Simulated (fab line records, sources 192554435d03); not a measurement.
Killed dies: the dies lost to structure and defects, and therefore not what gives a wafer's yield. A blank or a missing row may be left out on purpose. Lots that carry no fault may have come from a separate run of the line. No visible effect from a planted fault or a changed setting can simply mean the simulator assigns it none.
fab line records	flow n5Finfet
[record] lots = 10	wafers = 30	lastDay = 19
route steps=1938 shown MOL_CONTACT_COAG@563 BEOL_M4@1111 PASSIVATION@1936
lots that met no fault: from a run of the same line without faults
startH: the number of hours between the record's first day and the start of the first shown wafer of the lot	waitH: time in hours since the lot's previous step	" unchanged from the row above	L1.1+2: a row that stands for several wafers	- value missing, or start not given	* or withheld: withheld	< > ~ a bound
route shown NAME@n: a module of which the file shows steps, and the number in the route of the first	usual: mean and standard deviation over wafers with no fault	same: alike in all rows	chamber/n: place in a boat	sites: each site's reading	_std_site: their standard deviation	_edge_site: outer sites' mean less inner sites'	radiusMm: how far each site lies from the wafer's centre	mask NAME#n: copy n	behind: the most recent tool/chamber to have shaped the wafer	hold: why the lot was held/for how many hours/how that ended	device: names the non-switching transistor (n, p or np)	end of line: the same wafers' tests at the end of the route	a step given without rows: its recipe and nothing more	killed: not the wafer's yield, but the dies lost to structure and defects at the first sort	map: a wafer's dies, x killed, . not, _ none there
set.NAME: the setting the step ran with; set.NAME@STEP: the setting that earlier step ran with	model.NAME: the simulator's own value behind a step, which no gauge read
route steps across a sampled set of lots; one table per step, one row per wafer
services: a tool's chamber out of use, with start hour (startH, from the record's first day; less than 0 if before it), hours out, and reason
[[steps]]
[step N5_MOL_CONTACT_COAG_PECVD_31]
[recipe] material = SiO2	targetThkA = 460	tempC = 400	precursor = TEOS/O2	pressureTorr = 6.5	rfW = withheld	teosFlowSccm = withheld	gas = O2	flowSccm = 2650	timeS = 8.9
lot.wafer	tool	chamber	startH	waitH
L128.2+4+5	pecvd-01	1,0,2	105.10	0.3
L129.2+4+6	pecvd-01	0,0,2	112.74	0.3
L130.2+3+6	pecvd-04	2,0,1	115.54	0.3
L132.1+4+5	pecvd-03	0,0,2	125.40	0.3
L134.3+5+6	pecvd-03	2,1,2	144.95	0.3
L142.1+5+6	pecvd-03	1,2,0	187.98	0.3
L143.3+4+5	pecvd-01	2,1,2	192.95	0.3
L147.1+2+5	pecvd-03	1,0,1	222.05	0.3
L148.1+4+5	pecvd-01	1	228.08	0.3
L150.3+4+5	pecvd-04	1,2,0	234.88	0.3
[step N5_MOL_CONTACT_COAG_ETCHBACK_134]
[recipe] chemistry = CHF3	target = SiO2	targetDepthA = 100	timeS = 6.7	ionEnergyEv = 200	pressureMtorr = 30	sourceW = 610	biasW = 170	Ar_flow_sccm = 200	CHF3_flow_sccm = 50
[usual] drypumpMotorCurrentA = 5.7/0.42	oesProductAu = 0.73/0.049	rfFwdPowerW = 603.8/2.5	rfVppV = 527/9.6	showerheadPlenumPTorr = 2.37/0.081	throttleValvePct = 18.79/0.26
lot.wafer	tool	chamber	startH	waitH	drypumpMotorCurrentA	oesProductAu	rfFwdPowerW	rfHoursCounterH	rfVppV	showerheadPlenumPTorr	throttleValvePct
L128.2	rieDiel-04	1	107.35	0.1	5.3	0.72	605.5	190	528	2.48	19.13
L128.4	"	0	"	"	5.6	0.82	598.8	58	507	2.31	18.30
L128.5	"	3	"	"	5.7	0.72	606.0	-	526	2.47	19.08
L129.2	rieDiel-05	0	116.16	0.3	5.6	0.70	606.9	185	541	2.36	19.07
L129.4	"	2	"	"	5.5	0.75	606.4	175	527	2.45	18.47
L129.6	"	1	"	"	6.5	0.68	607.2	-	526	2.28	19.00
L130.2	rieDiel-02	0	118.87	0.1	5.8	0.70	603.5	222	527	2.27	18.72
L130.3	"	1	"	"	5.8	0.72	606.2	182	521	2.45	18.84
L130.6	"	2	"	"	6.4	0.87	598.6	-	537	2.52	18.60
L132.1	rieDiel-05	1	128.12	0.1	6.5	0.67	603.1	216	527	2.27	19.00
L132.4	"	0	"	"	5.6	0.70	604.1	-	539	2.36	19.09
L132.5	"	2	"	"	5.5	0.74	599.8	-	527	2.45	18.46
L134.3	rieDiel-02	1	147.33	0.3	5.8	0.72	602.2	190	521	2.45	18.84
L134.5	"	3	"	"	4.9	0.74	604.9	-	541	2.35	18.69
L134.6	"	0	"	"	5.8	0.69	606.2	-	528	2.26	18.72
L142.1	rieDiel-04	2	192.00	0.1	6.1	0.74	603.6	195	515	2.28	18.65
L142.5	"	1	"	"	5.3	0.70	603.4	-	528	2.47	19.18
L142.6	"	2	"	"	6.1	0.74	601.5	-	515	2.28	18.64
L143.3	rieDiel-04	1	195.33	0.1	5.3	0.70	605.5	216	528	2.47	19.17
L143.4	"	2	"	"	6.1	0.73	605.0	196	515	2.28	18.68
L143.5	"	2	"	"	6.1	0.73	603.2	-	515	2.28	18.66
L147.1	rieDiel-04	2	224.58	0.1	6.0	0.73	600.9	206	515	2.27	18.68
L147.2	"	0	"	"	5.6	0.77	604.9	100	507	2.30	18.37
L147.5	"	3	"	"	5.7	0.68	608.0	-	526	2.45	19.16
L148.1	rieDiel-05	1	230.59	0.2	6.5	0.65	602.4	250	527	2.26	19.04
L148.4	"	2	"	"	5.5	0.71	600.2	217	526	2.43	18.50
L148.5	"	3	"	"	6.1	0.74	605.5	-	527	2.37	18.82
L150.3	rieDiel-05	3	237.33	0.1	6.1	0.74	605.6	185	524	2.36	18.86
L150.4	"	2	"	"	5.5	0.72	605.1	-	527	2.43	18.52
L150.5	"	0	"	"	5.6	0.67	606.3	-	540	2.35	19.13
[step N5_MOL_CONTACT_COAG_CD_MEAS_101]
[recipe] targetCdNm = 16
[usual] cdNm = 16.0/0.42
lot.wafer	tool	chamber	startH	waitH	cdNm
L128.2	cdSem-01	-	107.86	0.0	16.4
L128.4	"	-	"	"	16.0
L128.5	"	-	"	"	16.1
L129.2	cdSem-03	-	116.67	0.0	15.3
L129.4	"	-	"	"	15.2
L129.6	"	-	"	"	15.4
L130.2	cdSem-02	-	119.38	0.0	16.2
L130.3	"	-	"	"	15.2
L130.6	"	-	"	"	16.3
L132.1	cdSem-03	-	128.63	0.0	16.0
L132.4	"	-	"	"	16.0
L132.5	"	-	"	"	15.4
L134.3	cdSem-01	-	147.89	0.0	15.8
L134.5	"	-	"	"	15.8
L134.6	"	-	"	"	15.7
L142.1	cdSem-03	-	192.51	0.0	16.4
L142.5	"	-	"	"	15.6
L142.6	"	-	"	"	15.8
L143.3	cdSem-03	-	195.84	0.0	15.8
L143.4	"	-	"	"	16.0
L143.5	"	-	"	"	16.2
L147.1	cdSem-01	-	225.09	0.0	15.7
L147.2	"	-	"	"	15.2
L147.5	"	-	"	"	15.8
L148.1	cdSem-01	-	231.09	0.0	15.3
L148.4	"	-	"	"	15.8
L148.5	"	-	"	"	16.1
L150.3	cdSem-03	-	237.84	0.0	15.7
L150.4	"	-	"	"	16.1
L150.5	"	-	"	"	16.6
[step N5_MOL_CONTACT_COAG_CVD_140]
[recipe] material = W	targetThkA = 665	mode = selectiveFill	tempC = 300	timeS = 215
[usual] heaterPowerW = 477/53
lot.wafer	tool	chamber	startH	waitH	heaterPowerW
L128.2	cvdW-01	1	107.99	0.1	460
L128.4	"	0	"	"	416
L128.5	"	1	"	"	442
L129.2	cvdW-02	1	116.80	0.1	567
L129.4	"	0	"	"	467
L129.6	"	1	"	"	564
L130.2	cvdW-01	0	119.51	0.1	425
L130.3	"	1	"	"	455
L130.6	"	0	"	"	423
L132.1	cvdW-02	0	128.76	0.1	459
L132.4	"	0	"	"	452
L132.5	"	0	"	"	458
L134.3	cvdW-01	1	148.10	0.1	438
L134.5	"	1	"	"	446
L134.6	"	0	"	"	429
L142.1	cvdW-01	0	192.64	0.1	432
L142.5	"	1	"	"	450
L142.6	"	0	"	"	430
L143.3	cvdW-02	0	196.05	0.1	442
L143.4	"	1	"	"	569
L143.5	"	0	"	"	458
L147.1	cvdW-01	1	225.22	0.1	461
L147.2	"	0	"	"	418
L147.5	"	1	"	"	460
L148.1	cvdW-02	0	231.23	0.1	452
L148.4	"	1	"	"	566
L148.5	"	0	"	"	462
L150.3	cvdW-02	1	238.05	0.1	579
L150.4	"	0	"	"	452
L150.5	"	0	"	"	468
[step N5_MOL_CONTACT_COAG_THK_MEAS_53]
[recipe] reads = SiO2_of_MOL_CONTACT_COAG_PECVD_31
[usual] VIA_MOL_THK = 44.1/0.82
lot.wafer	tool	chamber	startH	waitH	VIA_MOL_THK[nm]
L128.2	filmMetro-02	-	108.61	-	42.5
L128.4	"	-	"	"	43.2
L128.5	"	-	"	"	43.7
L129.2	filmMetro-01	-	117.41	-	43.1
L129.4	"	-	"	"	44.5
L129.6	"	-	"	"	45.1
L130.2	filmMetro-01	-	120.12	-	44.1
L130.3	"	-	"	"	43.7
L130.6	"	-	"	"	43.9
L132.1	filmMetro-01	-	129.38	-	43.4
L132.4	"	-	"	"	44.7
L132.5	"	-	"	"	45.5
L134.3	filmMetro-01	-	148.64	-	44.3
L134.5	"	-	"	"	44.6
L134.6	"	-	"	"	45.4
L142.1	filmMetro-02	-	193.25	-	34.2
L142.5	"	-	"	"	34.7
L142.6	"	-	"	"	34.7
L143.3	filmMetro-01	-	196.58	-	43.6
L143.4	"	-	"	"	43.6
L143.5	"	-	"	"	44.3
L147.1	filmMetro-02	-	225.83	-	33.7
L147.2	"	-	"	"	34.2
L147.5	"	-	"	"	34.4
L148.1	filmMetro-02	-	231.86	-	43.6
L148.4	"	-	"	"	44.5
L148.5	"	-	"	"	44.7
L150.3	filmMetro-01	-	238.58	-	43.9
L150.4	"	-	"	"	44.9
L150.5	"	-	"	"	44.9
[step N5_BEOL_M4_RC_MEAS_101]
[usual] DIBL_N = 36.6/1.9	DIBL_P = 36.7/2.2	IOFF_N = 0.16/0.035	IOFF_P = 0.22/0.038	ION_N = 672/14	ION_P = 462/8.3	SS_N = 71.6/0.65	SS_P = 73.5/0.72	VT_N = 250/3.5	VT_P = -250/3.1
lot.wafer	tool	chamber	startH	waitH	DIBL_N[mV/V]	DIBL_P[mV/V]	IOFF_N[nA/um]	IOFF_P[nA/um]	ION_N[uA/um]	ION_P[uA/um]	SS_N[mV/dec]	SS_P[mV/dec]	VT_N[mV]	VT_P[mV]
L128.2	prober-02	0	202.64	0.2	37.8	36.2	0.15	0.21	666	459	71.6	72.7	250	-249
L128.4	"	0	"	"	42.0	40.1	0.27	0.27	682	458	73.9	74.7	245	-249
L128.5	"	0	"	"	34.8	33.9	0.13	0.18	680	468	71.1	72.6	252	-251
L130.2	prober-02	0	213.24	0.2	35.1	35.1	0.14	0.18	679	466	71.7	72.6	252	-252
L130.3	"	0	"	"	36.8	37.9	0.16	0.22	668	460	71.1	74.0	253	-251
L130.6	"	0	"	"	35.6	36.8	0.15	0.21	680	469	70.9	72.8	250	-249
L129.2	prober-02	0	218.38	0.2	37.3	37.3	0.16	0.25	690	480	71.2	73.6	248	-247
L129.4	"	0	"	"	33.2	32.7	0.11	0.18	685	474	70.0	72.5	253	-250
L129.6	"	0	"	"	34.2	34.5	0.13	0.20	676	477	70.5	72.5	251	-249
L132.1	prober-02	0	222.91	0.0	35.6	35.6	0.12	0.20	653	462	71.6	72.9	255	-250
L132.4	"	0	"	"	37.4	37.6	0.16	0.22	651	448	72.3	73.5	252	-251
L132.5	"	0	"	"	34.8	36.4	0.13	0.21	661	462	70.8	73.2	253	-248
L134.3	prober-01	0	237.16	0.3	35.9	35.8	0.14	0.16	675	454	71.9	73.2	254	-256
L134.5	"	0	"	"	37.0	38.1	0.17	0.21	661	455	71.1	74.0	250	-252
L134.6	"	0	"	"	38.1	38.4	0.18	0.22	685	465	72.2	74.1	250	-254
L142.1	prober-01	0	283.47	0.0	36.6	32.5	0.13	0.18	661	455	71.1	73.0	252	-254
L142.5	"	0	"	"	37.8	34.6	0.16	0.22	673	457	71.8	74.1	247	-249
L142.6	"	0	"	"	41.0	37.7	0.23	0.27	677	462	72.7	74.2	244	-249
L143.3	prober-01	0	291.31	0.3	38.8	40.6	0.21	0.29	670	462	72.3	74.8	247	-244
L143.4	"	0	"	"	35.6	36.4	0.15	0.21	656	456	71.5	72.8	253	-249
L143.5	"	0	"	"	38.5	40.4	0.21	0.30	670	467	72.9	74.9	245	-247
L147.1	prober-01	0	319.10	0.0	37.4	38.4	0.16	0.22	678	468	71.0	74.4	251	-249
L147.2	"	0	"	"	37.4	38.9	0.17	0.25	667	455	71.4	73.9	253	-247
L147.5	"	0	"	"	38.9	38.7	0.18	0.24	654	452	72.4	74.9	254	-249
L148.1	prober-02	0	326.31	0.0	38.1	37.1	0.19	0.25	669	458	71.4	73.8	249	-248
L148.4	"	0	"	"	35.2	34.2	0.14	0.19	680	466	71.2	72.6	251	-250
L148.5	"	0	"	"	35.7	34.4	0.14	0.21	678	474	71.6	73.6	249	-248
L150.3	prober-01	0	328.16	0.3	37.0	38.4	0.17	0.22	674	467	71.4	73.3	251	-250
L150.4	"	0	"	"	36.8	38.0	0.17	0.24	676	459	72.2	74.1	248	-248
L150.5	"	0	"	"	38.7	39.6	0.20	0.26	694	470	72.2	73.6	249	-248
[step N5_PASSIVATION_PROBE_49]
[usual] defectLimitedYield = 91.6/1.4	killed_at_M0_to_M3 = 35/10	killed_at_M4_up = 13/4.8	killedAtContacts = 12/7.2	killedAtFrontEnd = 36/12	killedAtOther = 4/3.1	killedDies = 100/17	killedOpen = 66/13	killedShort = 32/7.3	sort_bin_4_leakage = 0.00/0.0099	sort_bin_5_function = 5.0/0.94	sort_bin_6_memory = 3.1/0.67	sort_bin_8_speed = 0.01/0.047	sortNPass = 1080/17	sortYieldPct = 91.6/1.4
[same] grossDies = 1180	killedAtBackSide = 0
lot.wafer	tool	chamber	startH	waitH	defectLimitedYield[%]	killed_at_M0_to_M3	killed_at_M4_up	killedAtContacts	killedAtFrontEnd	killedAtOther	killedDies	killedOpen	killedShort	sort_bin_4_leakage[%]	sort_bin_5_function[%]	sort_bin_6_memory[%]	sort_bin_8_speed[%]	sortNPass	sortYieldPct[%]
L142.1	prober-02	-	418.14	0.0	91.7	20	16	30	28	4	98	64	20	0	4.3	2.8	0.08	1082	91.7
L142.5	prober-02	-	418.34	0.2	91.0	33	8	15	45	5	106	64	36	0	5.2	3.2	0	1074	91.0
L142.6	prober-02	-	418.39	0.3	90.3	33	15	15	39	12	114	77	29	0	5.0	3.6	0	1066	90.3
L147.1	prober-02	-	438.54	0.0	93.7	23	9	16	25	1	74	44	20	0	3.0	1.9	0	1106	93.7
L147.2	prober-02	-	438.59	0.1	93.3	35	10	13	19	2	79	49	28	0	3.4	2.6	0	1101	93.3
L147.5	prober-02	-	438.74	0.2	92.0	38	9	14	31	2	94	56	29	0	3.4	3.6	0	1086	92.0
// killed by level:class
L142.1 MOL_CONTACT_COAG:geometricParticle:open=15 MOL_CONTACT_COAG:areaPecvd=11 FIN_SAQP:geometricParticle:open=7 BEOL_M3:geometricParticle:open=7 BEOL_M4:geometricParticle:open=6 STI_FIN_REVEAL:geometricParticle:open=5 BEOL_M0_SAQP:geometricParticle:open=5 SPACER0:geometricParticle:open=4
L142.5 MOL_CONTACT_COAG:geometricParticle:open=10 BEOL_M2:geometricParticle:open=9 DUMMY_GATE:geometricParticle:open=8 FIN_SAQP:geometricParticle:open=7 FIN_SAQP:geometricParticle:short=7 BEOL_M1:geometricParticle:open=6 BEOL_M3:geometricParticle:open=6 GATE_CUT:geometricParticle:short=5
L142.6 BEOL_M2:geometricParticle:open=10 STARTING-WAFER:geometricParticle:open=8 STI_FIN_REVEAL:geometricParticle:open=7 MOL_CONTACT_COAG:geometricParticle:open=7 MOL_CONTACT_COAG:areaPecvd=7 BEOL_M4:geometricParticle:open=6 FIN_SAQP:geometricParticle:open=5 FIN_SAQP:geometricParticle:short=4
L147.1 MOL_CONTACT_COAG:areaPecvd=10 FIN_SAQP:geometricParticle:open=7 FIN_SAQP:geometricParticle:short=6 BEOL_M1:geometricParticle:open=6 MOL_CONTACT_COAG:geometricParticle:open=5 BEOL_M0_SAQP:geometricParticle:open=5 BEOL_M0_SAQP:geometricParticle:short=4 BEOL_M3:geometricParticle:open=3
L147.2 BEOL_M0_SAQP:geometricParticle:open=11 MOL_CONTACT_COAG:geometricParticle:open=9 FIN_SAQP:geometricParticle:short=5 BEOL_M0_SAQP:geometricParticle:short=5 BEOL_M3:geometricParticle:open=5 BEOL_M2:geometricParticle:open=4 BEOL_M5:geometricParticle:open=4 FIN_SAQP:geometricParticle:open=3
L147.5 BEOL_M0_SAQP:geometricParticle:open=12 MOL_CONTACT_COAG:areaPecvd=9 BEOL_M2:geometricParticle:open=8 FIN_SAQP:geometricParticle:short=8 BEOL_M0_SAQP:geometricParticle:short=7 FIN_SAQP:geometricParticle:open=4 DUMMY_GATE:geometricParticle:open=4 BEOL_M1:geometricParticle:open=4
[[services]]
tool	chamber	startH	hours	kind
pecvd-01	1	97.51	5.5	scheduledDown
rieDiel-05	-	117.75	0.6	repair
pecvd-01	0	118.56	17.8	repair
rieDiel-05	-	126.84	0.3	repair
pecvd-03	2	135.26	2.1	scheduledDown
pecvd-04	-	144.71	2.8	pm
rieDiel-04	0	146.11	2.5	repair
pecvd-03	0	159.45	2.1	scheduledDown
pecvd-01	1	161.82	2.1	scheduledDown
pecvd-03	-	193.06	0.3	repair
pecvd-01	-	200.24	6.0	pm
pecvd-03	1	201.03	2.1	scheduledDown
pecvd-03	2	203.21	-	clean
pecvd-03	2	203.21	-	consumableReplace:showerhead
pecvd-03	2	203.21	29.0	scheduledDown
pecvd-03	2	203.21	29.0	ventCycle
pecvd-04	0	207.47	14.5	repair
pecvd-03	0	226.34	12.3	repair
pecvd-01	0	226.63	2.1	scheduledDown
rieDiel-05	1	232.24	-	clean
rieDiel-05	1	232.24	-	consumableReplace:focusRing
rieDiel-05	1	232.24	-	consumableReplace:showerhead
cvdW-01	-	233.97	0.9	repair
rieDiel-02	1	236.01	1.8	repair
[[key]]
[firstSign] step = N5_MOL_CONTACT_COAG_THK_MEAS_53	reading = VIA_MOL_THK	direction = down	sigmas = 12	usual = 44.1	struck = 34.3
effect none on later readings
metAt N5_MOL_CONTACT_COAG_PECVD_31
struckLots L142,L147
notActingAt N5_MOL_CONTACT_COAG_ETCHBACK_134,N5_MOL_CONTACT_COAG_CD_MEAS_101,N5_MOL_CONTACT_COAG_CVD_140
onsetBetween 144.95 187.98
[fault] kind = siteProfileDrift	tool = pecvd-03	chamber = -	onsetH = 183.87	steps = N5_MOL_CONTACT_COAG_PECVD_31	basis = fraction	maxAbsDrift = 0.48417	slopeSharePerHr = 107.59	sitePattern = 0,0,0,0,0,-1,-1,-1,-1
